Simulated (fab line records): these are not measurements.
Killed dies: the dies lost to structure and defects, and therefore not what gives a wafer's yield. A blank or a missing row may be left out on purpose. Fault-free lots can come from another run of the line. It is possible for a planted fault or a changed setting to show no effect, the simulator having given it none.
Matching of chambers | flow n5-finfet | N5_BEOL_M8_VIA_ETCH_34 on rie-diel-02 has 4 sister chambers
The step etches SiCOH lowk in C4F6/O2, target depth 125.5 nm, time 50.5 s. 4 wafers are shown with their chamber, then 10 later ones without.

== WAFERS, EACH WITH ITS CHAMBER ==
wafer  | chamber | showerhead-plenum-p-Torr (Torr)
L089.3 | 3       | 2.92
L089.6 | 2       | 2.93
L088.1 | 0       | 2.75
L088.2 | 1       | 2.82

== WAFERS WITHOUT THEIR CHAMBER ==
wafer  | showerhead-plenum-p-Torr (Torr)
L088.4 | 2.93
L092.1 | 2.92
L092.2 | 2.91
L092.4 | 2.74
L095.3 | 2.92
L095.4 | 2.81
L095.6 | 2.92
L097.3 | 2.81
L097.5 | 2.92
L097.6 | 2.91

== CHAMBER TAKEN BY EACH ==
wafer  | from the rows above     | in truth
L088.4 | can't be placed: 2 or 3 | 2
L092.1 | can't be placed: 3 or 2 | 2
L092.2 | can't be placed: 3 or 2 | 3
L092.4 | 0                       | 0
L095.3 | can't be placed: 3 or 2 | 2
L095.4 | 1                       | 1
L095.6 | can't be placed: 3 or 2 | 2
L097.3 | 1                       | 1
L097.5 | can't be placed: 3 or 2 | 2
L097.6 | can't be placed: 3 or 2 | 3
Placed correctly: 3 of 10. These rows do not allow placing 7 (true chamber among the candidates in 7). Wrongly placed: 0.
How it was worked out, from the rows above alone: a wafer's distance from a chamber is the root of the sum, over the readings, of the square of ((its reading less the chamber's mean) divided by the reading's scatter). The wafer belongs to the nearest chamber; if the next one is less than 2 further off, it can't be placed. Each chamber's mean is taken over the wafers shown for it. The scatter: root of mean squared gap, hidden wafer to nearest shown wafer, with one shown wafer a chamber.
